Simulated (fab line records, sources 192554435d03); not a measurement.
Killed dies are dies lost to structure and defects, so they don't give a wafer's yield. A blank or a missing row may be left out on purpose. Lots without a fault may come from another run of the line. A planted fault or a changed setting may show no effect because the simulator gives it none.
fab line records | flow n5_finfet
record lots=24 wafers=72 last_day=17
route steps=1938 shown BEOL_M12@1647 BEOL_M13@1676 BEOL_M14@1748
lots that met no fault: from a run of the same line without faults
start_h: hours from the record's first day to the start of the lot's first wafer shown | wait_h: hours since the lot's step before | " the same as in the row above | L1.1+2: a row that stands for several wafers | - no value, or no start given | * or withheld: withheld | < > ~ a bound
route shown NAME@n: a module of which the file shows steps, and the number in the route of the first | usual: mean/standard deviation of fault-free wafers | same: alike in all rows | chamber/n: place in a boat | sites: the reading at each site | _std_site: their standard deviation | _edge_site: outer sites' mean less inner sites' | radius_mm: how far each site lies from the wafer's centre | mask NAME#n: copy n | behind: the tool/chamber that last shaped the wafer | hold: why the lot was held/for how many hours/how that ended | device: the transistor (n, p or np) that didn't switch | end of line: the same wafers' tests at the end of the route | a step without rows: its recipe alone | killed: dies lost to structure and defects at the first sort, not the wafer's yield | map: a wafer's dies, x killed, . not, _ none there
set.NAME: the setting as run; set.NAME@STEP: as run at that earlier step | model.NAME: the simulator's own value behind a step, which no gauge read
steps of the route over a sample of lots; a table a step, a row a wafer
services: from which hour (start_h, from the record's first day; less than 0 if before it) a tool's chamber was out of use, for how many hours, and why
## steps
# step N5_BEOL_M12_PRE_CLEAN_42
# recipe gas=H2/He time_s=30 temp_c=250
# usual heater_power_w=347/43 susceptor_temp_C=250.01/0.18
# columns lot.wafer tool chamber start_h wait_h heater_power_w susceptor_temp_C
L074.1 pvd_sputter-02 - 237.38 0.0 342 249.71
L074.2 " - " " 305 250.06
L074.3 " - " " 364 250.12
L076.1 pvd_sputter-01 - 244.65 0.0 300 250.12
L076.2 " - " " 351 249.93
L076.4 " - " " 320 249.96
L077.1 pvd_sputter-01 - 248.79 0.0 327 249.75
L077.5 " - " " 371 249.76
L077.6 " - " " 319 249.74
L075.1 pvd_sputter-03 - 249.07 0.0 299 249.95
L075.2 " - " " 456 250.18
L075.4 " - " " 306 249.93
L078.1 pvd_sputter-01 - 255.21 0.0 357 250.16
L078.2 " - " " 296 249.89
L078.3 " - " " 369 249.99
L079.1 pvd_sputter-01 - 257.71 0.0 297 249.93
L079.2 " - " " 343 250.23
L079.3 " - " " 327 249.68
L080.2 pvd_sputter-03 - 277.47 0.0 309 250.28
L080.5 " - " " 355 249.74
L080.6 " - " " 311 249.96
L081.1 pvd_sputter-01 - 279.72 0.0 328 250.09
L081.2 " - " " 300 250.18
L081.6 " - " " 294 250.02
L082.2 pvd_sputter-03 - 280.31 0.0 470 250.01
L082.5 " - " " 357 249.90
L082.6 " - " " 460 249.84
L083.1 pvd_sputter-01 - 290.04 0.0 353 249.76
L083.3 " - " " 326 250.30
L083.5 " - " " 372 249.94
L084.1 pvd_sputter-01 - 295.93 0.0 370 250.16
L084.3 " - " " 351 250.16
L084.6 " - " " 322 249.78
L086.2 pvd_sputter-02 - 302.97 0.0 361 249.87
L086.5 " - " " 354 249.85
L086.6 " - " " 373 250.10
L085.3 pvd_sputter-01 - 303.09 0.0 292 250.02
L085.4 " - " " 350 249.82
L085.5 " - " " 316 249.95
L087.3 pvd_sputter-02 - 308.53 0.0 359 250.07
L087.5 " - " " 378 249.82
L087.6 " - " " 349 249.90
L088.1 pvd_sputter-02 - 310.95 0.0 343 250.18
L088.3 " - " " 377 249.95
L088.4 " - " " 357 250.41
L089.1 pvd_sputter-02 - 320.63 0.0 304 250.42
L089.3 " - " " 352 249.83
L089.6 " - " " 375 249.87
L091.1 pvd_sputter-02 - 342.09 0.0 346 250.38
L091.5 " - " " 338 250.18
L091.6 " - " " 307 250.27
L090.1 pvd_sputter-03 - 342.44 0.0 309 249.85
L090.3 " - " " 462 250.17
L090.5 " - " " 350 250.26
L092.1 pvd_sputter-02 - 350.44 0.0 365 249.79
L092.2 " - " " 317 249.90
L092.3 " - " " 374 249.84
L094.2 pvd_sputter-02 - 352.74 0.0 384 250.01
L094.4 " - " " 311 249.95
L094.6 " - " " 342 250.08
L093.1 pvd_sputter-01 - 353.05 0.0 331 250.02
L093.2 " - " " 377 250.01
L093.4 " - " " 345 250.29
L096.2 pvd_sputter-03 - 366.17 0.0 313 250.05
L096.4 " - " " 362 249.63
L096.6 " - " " 457 249.91
L095.1 pvd_sputter-03 - 377.90 0.0 312 250.07
L095.4 " - " " 290 250.12
L095.6 " - " " 291 249.90
L097.3 pvd_sputter-01 - 378.14 0.0 350 250.11
L097.4 " - " " 316 249.83
L097.5 " - " " 296 250.24
# step N5_BEOL_M13_STRIP_64
# recipe chemistry=N2/H2 power_w=1000 temp_c=250 h2_frac=0.65 overash_fraction=0.3 pressure_mtorr=withheld n2_flow_sccm=1750 h2_flow_sccm=3250
# usual drypump_motor_current_A=5.5/0.6 heater_power_w=322/16 oes_product_au=0.715/0.0049 strip_time_to_endpoint_s=31.36/0.066
# columns lot.wafer tool chamber start_h wait_h drypump_motor_current_A heater_power_w oes_product_au rf_hours_counter_h strip_time_to_endpoint_s
L074.1 plasma_asher-02 0 239.73 0.0 6.4 308 0.709 70 31.43
L074.2 " 1 " " 5.5 351 0.719 70 31.48
L074.3 " 0 " " 6.4 295 0.716 - 31.49
L076.1 plasma_asher-01 0 247.71 0.0 5.7 333 0.716 117 31.37
L076.2 " 1 " " 4.7 316 0.707 117 31.36
L076.4 " 0 " " 5.7 319 0.712 - 31.36
L077.1 plasma_asher-02 1 251.30 0.0 5.5 346 0.718 73 31.34
L077.5 " 1 " " 5.5 351 0.715 - 31.40
L077.6 " 0 " " 6.4 299 0.723 - 31.43
L075.1 plasma_asher-01 1 252.13 0.0 4.7 315 0.713 119 31.45
L075.2 " 0 " " 5.7 324 0.717 119 31.40
L075.4 " 1 " " 4.7 322 0.712 - 31.46
L078.1 plasma_asher-02 1 257.41 0.0 5.5 359 0.715 75 31.28
L078.2 " 0 " " 6.4 311 0.712 75 31.28
L078.3 " 1 " " 5.5 351 0.710 - 31.36
L079.1 plasma_asher-01 0 260.70 0.0 5.7 320 0.712 120 31.33
L079.2 " 1 " " 4.7 315 0.720 120 31.33
L079.3 " 1 " " 4.7 312 0.717 - 31.32
L080.2 plasma_asher-01 1 279.63 0.0 4.7 319 0.717 123 31.36
L080.5 " 0 " " 5.7 321 0.705 - 31.44
L080.6 " 1 " " 4.7 317 0.723 - 31.36
L081.1 plasma_asher-02 0 281.89 0.0 6.4 305 0.724 80 31.32
L081.2 " 1 " " 5.5 350 0.714 80 31.33
L081.6 " 0 " " 6.4 300 0.712 - 31.29
L082.2 plasma_asher-01 0 282.61 0.0 5.7 325 0.715 124 31.25
L082.5 " 0 " " 5.7 313 0.716 - 31.38
L082.6 " 1 " " 4.7 314 0.711 - 31.39
L083.1 plasma_asher-01 1 292.21 0.0 4.7 316 0.714 127 31.44
L083.3 " 0 " " 5.7 324 0.716 - 31.31
L083.5 " 0 " " 5.7 328 0.708 - 31.33
L084.1 plasma_asher-01 1 298.32 0.0 4.7 311 0.715 129 31.34
L084.3 " 1 " " 4.7 321 0.719 - 31.36
L084.6 " 0 " " 5.7 317 0.715 - 31.23
L086.2 plasma_asher-01 0 305.52 0.0 5.7 327 0.715 131 31.39
L086.5 " 1 " " 4.7 312 0.722 - 31.41
L086.6 " 0 " " 5.7 323 0.710 - 31.30
L085.3 plasma_asher-01 1 307.05 0.0 4.7 316 0.708 - 31.27
L085.4 " 0 " " 5.7 323 0.713 - 31.33
L085.5 " 1 " " 4.7 314 0.718 - 31.28
L087.3 plasma_asher-01 1 311.02 0.0 4.7 314 0.723 - 31.34
L087.5 " 1 " " 4.7 320 0.713 - 31.25
L087.6 " 0 " " 5.8 323 0.711 - 31.34
L088.1 plasma_asher-01 1 313.27 0.0 4.7 312 0.717 133 31.37
L088.3 " 0 " " 5.7 322 0.711 - 31.39
L088.4 " 1 " " 4.7 317 0.711 - 31.24
L089.1 plasma_asher-01 1 323.10 0.0 4.8 318 0.710 135 31.53
L089.3 " 1 " " 4.7 314 0.714 - 31.46
L089.6 " 1 " " 4.7 307 0.712 - 31.32
L091.1 plasma_asher-02 0 344.65 0.0 6.4 299 0.715 89 31.42
L091.5 " 1 " " 5.5 351 0.720 - 31.37
L091.6 " 0 " " 6.4 297 0.718 - 31.42
L090.1 plasma_asher-02 1 344.77 0.0 5.5 360 0.726 89 31.27
L090.3 " 0 " " 6.4 296 0.722 - 31.27
L090.5 " 1 " " 5.5 362 0.728 - 31.21
L092.1 plasma_asher-02 0 352.79 0.0 6.4 303 0.709 91 31.29
L092.2 " 1 " " 5.5 362 0.711 91 31.30
L092.3 " 1 " " 5.5 357 0.707 - 31.48
L094.2 plasma_asher-01 1 355.09 0.0 4.7 322 0.724 141 31.46
L094.4 " 1 " " 4.7 314 0.715 - 31.42
L094.6 " 0 " " 5.7 330 0.710 - 31.32
L093.1 plasma_asher-01 1 355.29 0.0 4.7 317 0.709 141 31.37
L093.2 " 0 " " 5.7 315 0.728 141 31.33
L093.4 " 0 " " 5.7 319 0.712 - 31.28
L096.2 plasma_asher-01 0 368.46 0.0 5.7 322 0.713 144 31.30
L096.4 " 1 " " 4.7 325 0.724 - 31.35
L096.6 " 0 " " 5.7 329 0.718 - 31.34
L095.1 plasma_asher-02 0 380.23 0.0 6.4 302 0.712 96 31.34
L095.4 " 1 " " 5.5 354 0.720 - 31.32
L095.6 " 1 " " 5.6 356 0.721 - 31.30
L097.3 plasma_asher-01 0 381.57 0.0 5.7 327 0.711 - 31.39
L097.4 " 1 " " 4.7 316 0.712 - 31.38
L097.5 " 0 " " 5.7 333 0.715 - 31.45
# step N5_BEOL_M14_INSPECT_30
# recipe mode=adi inspect_instrument=macro
# usual raw_defect_count=2.0/1.3
# columns lot.wafer tool chamber start_h wait_h raw_defect_count
L074.1 defect_inspect-01 - 246.69 0.0 3
L074.2 " - " " 1
L074.3 " - " " 0
L076.1 defect_inspect-01 - 252.37 0.0 1
L076.2 " - " " 1
L076.4 " - " " 3
L077.1 defect_inspect-01 - 260.08 0.0 0
L077.5 " - " " 0
L077.6 " - " " 1
L075.1 defect_inspect-01 - 261.35 0.0 1
L075.2 " - " " 2
L075.4 " - " " 1
L078.1 defect_inspect-01 - 263.43 0.0 1
L078.2 " - " " 2
L078.3 " - " " 3
L079.1 defect_inspect-02 - 270.52 0.0 1
L079.2 " - " " 2
L079.3 " - " " 3
L080.2 defect_inspect-01 - 284.24 0.0 2
L080.5 " - " " 1
L080.6 " - " " 0
L081.1 defect_inspect-01 - 286.79 0.0 2
L081.2 " - " " 0
L081.6 " - " " 2
L082.2 defect_inspect-02 - 289.22 0.0 1
L082.5 " - " " 2
L082.6 " - " " 0
L083.1 defect_inspect-02 - 300.20 0.0 2
L083.3 " - " " 1
L083.5 " - " " 2
L084.1 defect_inspect-01 - 303.96 0.0 0
L084.3 " - " " 2
L084.6 " - " " 0
L086.2 defect_inspect-01 - 311.08 0.0 2
L086.5 " - " " 2
L086.6 " - " " 4
L085.3 defect_inspect-01 - 314.15 0.0 4
L085.4 " - " " 5
L085.5 " - " " 3
L087.3 defect_inspect-02 - 318.43 0.0 5
L087.5 " - " " 2
L087.6 " - " " 1
L088.1 defect_inspect-01 - 319.05 0.0 2
L088.3 " - " " 1
L088.4 " - " " 4
L089.1 defect_inspect-01 - 329.67 0.0 0
L089.3 " - " " 2
L089.6 " - " " 2
L090.1 defect_inspect-01 - 352.50 0.0 1
L090.3 " - " " 3
L090.5 " - " " 2
L091.1 defect_inspect-02 - 352.78 0.0 2
L091.5 " - " " 5
L091.6 " - " " 2
L092.1 defect_inspect-02 - 358.14 0.0 0
L092.2 " - " " 0
L092.3 " - " " 1
L094.2 defect_inspect-02 - 361.44 0.0 0
L094.4 " - " " 2
L094.6 " - " " 3
L093.1 defect_inspect-01 - 361.98 0.0 2
L093.2 " - " " 1
L093.4 " - " " 3
L096.2 defect_inspect-02 - 373.35 0.0 2
L096.4 " - " " 5
L096.6 " - " " 2
L095.1 defect_inspect-01 - 387.27 0.0 3
L095.4 " - " " 2
L095.6 " - " " 4
L097.3 defect_inspect-01 - 387.44 0.0 3
L097.4 " - " " 4
L097.5 " - " " 0
# step N5_BEOL_M14_ETCH_68
# recipe chemistry=N2/H2 target=SOC mask_material=SiARC source_w=3000 bias_w=350 temp_c=40 time_s=450 ion_energy_ev=200 pressure_mtorr=30 n2_flow_sccm=200 h2_flow_sccm=200
# usual drypump_motor_current_A=5.7/0.54 oes_product_au=0.81/0.081 rf_vpp_V=523.9/2.3 showerhead_plenum_p_Torr=2.55/0.08 throttle_valve_pct=17.76/0.17
# columns lot.wafer tool chamber start_h wait_h drypump_motor_current_A oes_product_au rf_hours_counter_h rf_vpp_V showerhead_plenum_p_Torr throttle_valve_pct
L074.1 rie_diel-06 0 246.91 0.1 5.5 0.74 164 526.0 2.64 17.94
L074.2 " 2 " " 5.4 0.89 28 521.9 2.49 17.58
L074.3 " 3 " " 6.8 0.72 194 525.7 2.63 17.80
L076.1 rie_diel-04 2 252.83 0.1 6.5 0.88 38 528.0 2.71 17.80
L076.2 " 0 " " 5.6 0.93 13 522.9 2.50 17.82
L076.4 " 3 " " 5.6 0.71 218 519.1 2.41 17.63
L077.1 rie_diel-04 0 260.38 0.1 5.6 0.92 15 522.2 2.50 17.84
L077.5 " 3 " " 5.6 0.71 - 520.7 2.41 17.63
L077.6 " 2 " " 6.5 0.88 - 529.4 2.71 17.81
L075.1 rie_diel-04 2 261.57 0.1 6.5 0.88 42 526.4 2.71 17.81
L075.2 " 3 " " 5.6 0.71 221 520.8 2.40 17.64
L075.4 " 0 " " 5.6 0.90 16 523.5 2.50 17.83
L078.1 rie_diel-06 0 263.65 0.1 5.5 0.74 172 526.7 2.64 17.94
L078.2 " 3 " " 6.8 0.71 202 526.6 2.63 17.82
L078.3 " 2 " " 5.4 0.87 36 521.7 2.49 17.58
L079.1 rie_diel-01 0 271.06 0.1 5.4 0.90 42 525.8 2.60 17.99
L079.2 " 2 " " 5.5 0.71 210 523.0 2.52 17.71
L079.3 " 3 " " 5.8 0.86 64 526.9 2.59 17.66
L080.2 rie_diel-06 3 284.59 0.1 6.8 0.72 209 526.1 2.62 17.84
L080.5 " 3 " " 6.8 0.72 - 526.9 2.62 17.84
L080.6 " 0 " " 5.5 0.73 - 526.4 2.63 17.95
L081.1 rie_diel-01 0 287.05 0.1 5.3 0.88 49 524.5 2.60 18.01
L081.2 " 1 " " 4.8 0.85 62 523.1 2.47 17.52
L081.6 " 3 " " 5.8 0.85 - 525.1 2.58 17.70
L082.2 rie_diel-04 0 289.44 0.1 5.6 0.91 24 523.3 2.50 17.86
L082.5 " 2 " " 6.5 0.86 - 526.9 2.70 17.84
L082.6 " 3 " " 5.6 0.70 - 518.4 2.40 17.65
L083.1 rie_diel-01 3 300.41 0.1 5.8 0.85 74 525.0 2.58 17.69
L083.3 " 2 " " 5.5 0.69 221 522.1 2.51 17.73
L083.5 " 2 " " 5.5 0.70 - 522.6 2.51 17.76
L084.1 rie_diel-06 3 304.18 0.1 6.8 0.71 219 525.8 2.62 17.85
L084.3 " 0 " " 5.5 0.71 191 525.8 2.63 17.98
L084.6 " 3 " " 6.8 0.71 - 525.2 2.62 17.86
L086.2 rie_diel-01 0 311.52 0.1 5.3 0.86 57 524.7 2.59 18.00
L086.5 " 1 " " 4.9 0.84 - 521.5 2.47 17.54
L086.6 " 2 " " 5.5 0.69 - 522.9 2.51 17.75
L085.3 rie_diel-06 1 314.36 0.1 5.3 0.97 0 522.3 2.50 17.40
L085.4 " 0 " " 5.5 0.71 196 526.2 2.63 17.99
L085.5 " 2 " " 5.4 0.85 - 522.0 2.48 17.62
L087.3 rie_diel-06 3 318.65 0.1 6.8 0.70 226 524.5 2.62 17.86
L087.5 " 2 " " 5.4 0.84 - 521.8 2.48 17.64
L087.6 " 3 " " 6.8 0.70 - 525.2 2.62 17.86
L088.1 rie_diel-06 2 319.26 0.1 5.4 0.85 58 522.0 2.48 17.63
L088.3 " 3 " " 6.8 0.70 226 525.3 2.62 17.86
L088.4 " 1 " " 5.3 0.95 3 521.3 2.50 17.41
L089.1 rie_diel-01 3 330.29 0.1 5.8 0.82 85 524.3 2.58 17.72
L089.3 " 0 " " 5.4 0.86 63 525.0 2.59 18.02
L089.6 " 1 " " 4.9 0.83 - 522.1 2.47 17.55
L090.1 rie_diel-01 1 353.05 0.1 4.8 0.83 84 521.2 2.46 17.56
L090.3 " 0 " " 5.4 0.84 72 525.2 2.59 18.05
L090.5 " 1 " " 4.8 0.83 - 521.7 2.46 17.57
L091.1 rie_diel-01 3 353.63 0.1 5.8 0.83 94 525.1 2.57 17.73
L091.5 " 1 " " 4.8 0.82 - 523.7 2.46 17.57
L091.6 " 0 " " 5.4 0.84 - 525.2 2.59 18.06
L092.1 rie_diel-01 3 358.39 0.1 5.8 0.83 96 525.2 2.57 17.72
L092.2 " 2 " " 5.5 0.68 241 522.6 2.50 17.78
L092.3 " 0 " " 5.4 0.84 74 524.0 2.59 18.04
L094.2 rie_diel-04 3 361.97 0.1 5.6 0.96 4 529.1 2.71 17.22
L094.4 " 0 " " 5.6 0.86 52 524.0 2.49 17.90
L094.6 " 0 " " 5.6 0.86 - 521.3 2.48 17.89
L093.1 rie_diel-06 2 362.27 0.1 5.4 0.82 74 520.9 2.47 17.66
L093.2 " 1 " " 5.4 0.89 18 522.5 2.49 17.46
L093.4 " 0 " " 5.5 0.70 213 525.2 2.62 18.02
L096.2 rie_diel-04 0 374.25 0.1 5.6 0.85 56 521.4 2.48 17.88
L096.4 " 2 " " 6.5 0.83 - 528.5 2.69 17.87
L096.6 " 1 " " 5.6 0.90 - 522.7 2.49 17.58
L095.1 rie_diel-04 1 387.49 0.1 5.6 0.88 35 521.5 2.49 17.59
L095.4 " 1 " " 5.6 0.88 - 523.5 2.49 17.60
L095.6 " 0 " " 5.6 0.84 - 520.2 2.48 17.92
L097.3 rie_diel-01 0 387.71 0.1 5.4 0.83 85 523.9 2.58 18.07
L097.4 " 3 " " 5.8 0.81 - 523.9 2.57 17.75
L097.5 " 1 " " 4.9 0.81 - 522.6 2.46 17.59
# step N5_BEOL_M14_STRIP_37
# recipe chemistry=O2 power_w=600 temp_c=60 pressure_mtorr=30 rf_frequency_hz=6e+07 bias_power_w=0 overash_fraction=0.3 o2_flow_sccm=225
# usual drypump_motor_current_A=5.7/0.52 oes_product_au=0.81/0.09 rf_vpp_V=3.7/1.1 showerhead_plenum_p_Torr=2.10/0.072 throttle_valve_pct=16.64/0.22
# columns lot.wafer tool chamber start_h wait_h drypump_motor_current_A oes_product_au rf_hours_counter_h rf_vpp_V showerhead_plenum_p_Torr throttle_valve_pct
L074.1 rie_diel-04 1 247.54 0.2 5.6 0.67 236 5.4 2.07 16.72
L074.2 " 3 " " 5.6 0.72 216 5.1 1.98 16.51
L074.3 " 2 " " 6.6 0.88 37 6.3 2.22 16.59
L076.1 rie_diel-01 3 256.85 3.6 5.8 0.86 60 3.8 2.14 16.60
L076.2 " 1 " " 4.9 0.87 51 3.6 2.04 16.34
L076.4 " 2 " " 5.5 0.70 205 3.2 2.07 16.60
L077.1 rie_diel-01 0 260.88 0.1 5.3 0.88 39 3.8 2.14 16.83
L077.5 " 1 " " 4.9 0.87 - 4.5 2.04 16.38
L077.6 " 2 " " 5.5 0.70 - 2.3 2.07 16.58
L075.1 rie_diel-01 3 266.68 4.7 5.8 0.86 62 3.4 2.14 16.59
L075.2 " 2 " " 5.5 0.71 208 4.1 2.07 16.61
L075.4 " 1 " " 4.9 0.87 54 3.2 2.03 16.32
L078.1 rie_diel-04 1 267.12 3.0 5.6 0.67 243 4.3 2.06 16.74
L078.2 " 2 " " 6.5 0.87 44 3.2 2.22 16.61
L078.3 " 3 " " 5.6 0.71 223 3.3 1.98 16.52
L079.1 rie_diel-01 3 273.29 1.8 5.8 0.84 65 4.5 2.13 16.61
L079.2 " 1 " " 4.8 0.86 56 2.8 2.03 16.35
L079.3 " 0 " " 5.3 0.89 43 5.2 2.14 16.87
L080.2 rie_diel-04 0 286.38 1.4 5.6 0.89 22 3.6 2.06 16.75
L080.5 " 3 " " 5.6 0.70 - 4.5 1.98 16.56
L080.6 " 0 " " 5.6 0.90 - 3.8 2.06 16.74
L081.1 rie_diel-06 3 287.59 0.1 6.8 0.72 211 2.5 2.17 16.86
L081.2 " 2 " " 5.3 0.88 43 2.3 2.04 16.51
L081.6 " 3 " " 6.8 0.70 - 2.2 2.17 16.87
L082.2 rie_diel-04 2 290.56 0.7 6.5 0.86 55 7.0 2.21 16.60
L082.5 " 3 " " 5.7 0.71 - 4.9 1.98 16.55
L082.6 " 2 " " 6.5 0.87 - 4.7 2.22 16.63
L083.1 rie_diel-06 3 302.38 1.5 6.8 0.70 218 2.9 2.17 16.96
L083.3 " 0 " " 5.5 0.71 190 4.1 2.17 16.89
L083.5 " 3 " " 6.8 0.72 - 2.1 2.17 16.92
L084.1 rie_diel-06 2 306.90 2.3 5.4 0.85 52 4.3 2.04 16.51
L084.3 " 0 " " 5.5 0.72 192 4.4 2.17 16.90
L084.6 " 0 " " 5.5 0.73 - 3.2 2.16 16.91
L086.2 rie_diel-04 1 312.57 0.6 5.6 0.95 6 3.6 2.06 16.30
L086.5 " 1 " " 5.6 0.93 - 3.6 2.06 16.26
L086.6 " 0 " " 5.6 0.88 - 3.6 2.06 16.76
L085.3 rie_diel-06 1 316.02 1.2 5.3 0.96 1 5.1 2.05 16.26
L085.4 " 2 " " 5.4 0.85 57 2.9 2.04 16.56
L085.5 " 3 " " 6.8 0.70 - 3.2 2.17 16.92
L087.3 rie_diel-06 2 321.07 2.0 5.4 0.84 59 4.0 2.04 16.56
L087.5 " 1 " " 5.3 0.95 - 4.0 2.05 16.28
L087.6 " 0 " " 5.5 0.71 - 3.9 2.16 16.90
L088.1 rie_diel-06 2 321.79 2.1 5.4 0.84 59 2.4 2.04 16.56
L088.3 " 3 " " 6.9 0.71 227 3.1 2.16 16.91
L088.4 " 0 " " 5.5 0.70 200 3.8 2.16 16.93
L089.1 rie_diel-04 3 330.79 0.1 5.6 0.70 249 3.1 1.97 16.57
L089.3 " 2 " " 6.5 0.84 66 4.5 2.21 16.64
L089.6 " 3 " " 5.6 0.69 - 5.6 1.97 16.61
L090.1 rie_diel-04 1 353.71 0.2 5.6 0.89 20 3.9 2.05 16.30
L090.3 " 2 " " 6.5 0.85 75 2.2 2.21 16.65
L090.5 " 1 " " 5.6 0.91 - 3.7 2.05 16.33
L091.1 rie_diel-04 2 354.11 0.1 6.5 0.83 75 2.9 2.21 16.63
L091.5 " 0 " " 5.6 0.87 - 2.5 2.05 16.79
L091.6 " 1 " " 5.6 0.92 - 3.5 2.05 16.30
L092.1 rie_diel-06 0 358.87 0.0 5.5 0.70 212 4.0 2.16 16.92
L092.2 " 2 " " 5.4 0.83 73 5.3 2.03 16.59
L092.3 " 1 " " 5.3 0.91 17 4.1 2.04 16.30
L094.2 rie_diel-04 0 365.21 2.8 5.6 0.88 53 5.7 2.05 16.80
L094.4 " 2 " " 6.5 0.83 78 4.9 2.21 16.66
L094.6 " 3 " " 5.6 0.94 - 6.1 2.23 16.12
L093.1 rie_diel-04 1 369.47 6.8 5.6 0.90 26 3.9 2.05 16.34
L093.2 " 0 " " 5.6 0.86 54 4.9 2.05 16.77
L093.4 " 2 " " 6.5 0.84 - 2.0 2.21 16.65
L096.2 rie_diel-01 2 376.89 2.2 5.5 0.68 247 3.3 2.06 16.67
L096.4 " 2 " " 5.5 0.67 - 2.3 2.06 16.68
L096.6 " 1 " " 4.9 0.81 - 4.4 2.02 16.43
L095.1 rie_diel-01 3 388.91 1.0 5.8 0.79 104 2.7 2.12 16.68
L095.4 " 0 " " 5.3 0.84 - 3.4 2.13 16.91
L095.6 " 1 " " 4.9 0.80 - 3.1 2.02 16.47
L097.3 rie_diel-06 2 390.28 2.1 5.4 0.82 83 3.8 2.03 16.64
L097.4 " 1 " " 5.3 0.88 27 2.0 2.04 16.31
L097.5 " 0 " " 5.5 0.70 - 4.5 2.15 16.96
# step N5_BEOL_M14_SPUTTER_44
# recipe material=Ta target_thk_a=150 temp_c=50 bias_v=80 power_w=15000 chamber_pressure_pa=0.07 time_s=24.19
# usual chamber_pressure_pa=0.06999/0.00016 susceptor_temp_C=50.03/0.11 throttle_valve_pct=30.0/1
# columns lot.wafer tool chamber start_h wait_h chamber_pressure_pa susceptor_temp_C throttle_valve_pct
L074.1 pvd_sputter-01 - 248.23 0.0 0.06992 49.94 30.4
L074.2 " - " " 0.07021 49.96 31.0
L074.3 " - " " 0.06987 50.01 29.6
L076.1 pvd_sputter-03 - 257.43 0.0 0.06991 50.19 31.2
L076.2 " - " " 0.07015 50.04 28.8
L076.4 " - " " 0.07012 50.05 29.8
L077.1 pvd_sputter-02 - 261.34 0.0 0.06994 49.94 30.4
L077.5 " - " " 0.06993 49.94 28.9
L077.6 " - " " 0.06988 50.10 28.9
L075.1 pvd_sputter-01 - 267.47 0.0 0.07041 50.08 29.9
L075.2 " - " " 0.0699 50.15 30.6
L075.4 " - " " 0.07005 49.88 29.1
L078.1 pvd_sputter-02 - 267.85 0.0 0.06976 50.29 28.9
L078.2 " - " " 0.07006 50.05 29.1
L078.3 " - " " 0.06993 49.98 31.5
L079.1 pvd_sputter-02 - 273.90 0.0 0.07 50.04 31.8
L079.2 " - " " 0.07002 49.95 28.9
L079.3 " - " " 0.0699 49.94 28.9
L080.2 pvd_sputter-01 - 287.31 0.0 0.07 50.17 30.6
L080.5 " - " " 0.06998 50.15 29.8
L080.6 " - " " 0.0699 50.24 29.5
L081.1 pvd_sputter-01 - 288.01 0.0 0.06991 49.82 29.9
L081.2 " - " " 0.06996 50.04 30.4
L081.6 " - " " 0.0701 49.84 30.0
L082.2 pvd_sputter-01 - 291.34 0.0 0.07002 50.10 30.6
L082.5 " - " " 0.06998 50.15 30.7
L082.6 " - " " 0.06994 49.90 30.7
L083.1 pvd_sputter-03 - 303.06 0.0 0.06984 50.15 29.7
L083.3 " - " " 0.0701 50.05 31.2
L083.5 " - " " 0.06997 50.08 31.5
L084.1 pvd_sputter-01 - 307.69 0.0 0.07001 50.04 31.0
L084.3 " - " " 0.0702 49.72 30.8
L084.6 " - " " 0.0699 49.92 29.9
L086.2 pvd_sputter-02 - 314.14 0.0 0.06999 50.04 30.3
L086.5 " - " " 0.07009 50.08 30.6
L086.6 " - " " 0.07001 49.94 31.6
L085.3 pvd_sputter-01 - 316.71 0.0 0.07005 50.09 30.5
L085.4 " - " " 0.07008 49.95 29.7
L085.5 " - " " 0.07004 49.95 30.4
L087.3 pvd_sputter-02 - 321.69 0.0 0.06999 50.06 28.8
L087.5 " - " " 0.07002 50.10 28.7
L087.6 " - " " 0.06996 50.24 28.8
L088.1 pvd_sputter-03 - 322.78 0.0 0.06982 49.87 28.7
L088.3 " - " " 0.07008 50.18 28.1
L088.4 " - " " 0.0701 49.96 29.7
L089.1 pvd_sputter-01 - 332.90 0.0 0.06973 50.10 30.5
L089.3 " - " " 0.0697 49.90 30.9
L089.6 " - " " 0.06982 49.98 30.7
L090.1 pvd_sputter-02 - 354.43 0.0 0.06979 50.00 28.9
L090.3 " - " " 0.07006 50.01 32.0
L090.5 " - " " 0.06965 49.96 28.9
L091.1 pvd_sputter-02 - 354.95 0.0 0.06969 50.13 29.0
L091.5 " - " " 0.06973 49.89 28.8
L091.6 " - " " 0.07009 50.14 30.3
L092.1 pvd_sputter-02 - 359.29 0.0 0.07025 50.10 28.7
L092.2 " - " " 0.06994 50.11 30.4
L092.3 " - " " 0.07011 49.94 28.5
L094.2 pvd_sputter-02 - 367.71 0.0 0.07023 49.98 28.6
L094.4 " - " " 0.07022 50.05 30.4
L094.6 " - " " 0.07012 49.95 30.6
L093.1 pvd_sputter-01 - 370.20 0.0 0.07011 50.12 30.7
L093.2 " - " " 0.07022 49.99 29.4
L093.4 " - " " 0.0703 49.99 30.6
L096.2 pvd_sputter-02 - 377.59 0.0 0.07023 49.98 29.0
L096.4 " - " " 0.07 50.19 28.9
L096.6 " - " " 0.06991 50.20 29.0
L095.1 pvd_sputter-03 - 390.35 0.0 0.06981 50.03 28.5
L095.4 " - " " 0.0698 50.11 28.2
L095.6 " - " " 0.07005 50.23 28.5
L097.3 pvd_sputter-02 - 390.89 0.0 0.0696 50.13 29.2
L097.4 " - " " 0.07004 49.98 30.5
L097.5 " - " " 0.06984 49.98 28.9
## services
# columns tool chamber start_h hours kind
rie_diel-04 1 217.32 5.2 repair
rie_diel-06 1 242.35 55.8 repair
plasma_asher-01 - 262.37 1.1 repair
rie_diel-04 0 265.68 8.2 repair
rie_diel-06 2 272.24 7.4 repair
rie_diel-04 1 282.28 - clean
rie_diel-04 1 282.28 - consumable_replace:focus_ring
rie_diel-04 1 282.28 15.7 scheduled_down
rie_diel-04 1 282.28 15.7 vent_cycle
plasma_asher-02 - 285.13 15.6 pm
rie_diel-06 1 298.26 - clean
rie_diel-06 1 298.26 - consumable_replace:focus_ring
rie_diel-04 2 302.97 9.8 repair
rie_diel-04 3 333.62 - clean
rie_diel-04 3 333.62 - consumable_replace:focus_ring
rie_diel-04 3 333.62 - consumable_replace:showerhead
rie_diel-04 3 333.62 16.5 scheduled_down
rie_diel-04 3 333.62 16.5 vent_cycle
plasma_asher-01 - 343.83 0.6 repair
pvd_sputter-02 - 346.69 2.1 repair
pvd_sputter-03 - 357.26 3.2 repair
pvd_sputter-03 - 361.68 0.8 repair
rie_diel-04 3 365.39 33.5 repair
rie_diel-01 3 375.61 9.6 repair
## key
fault none
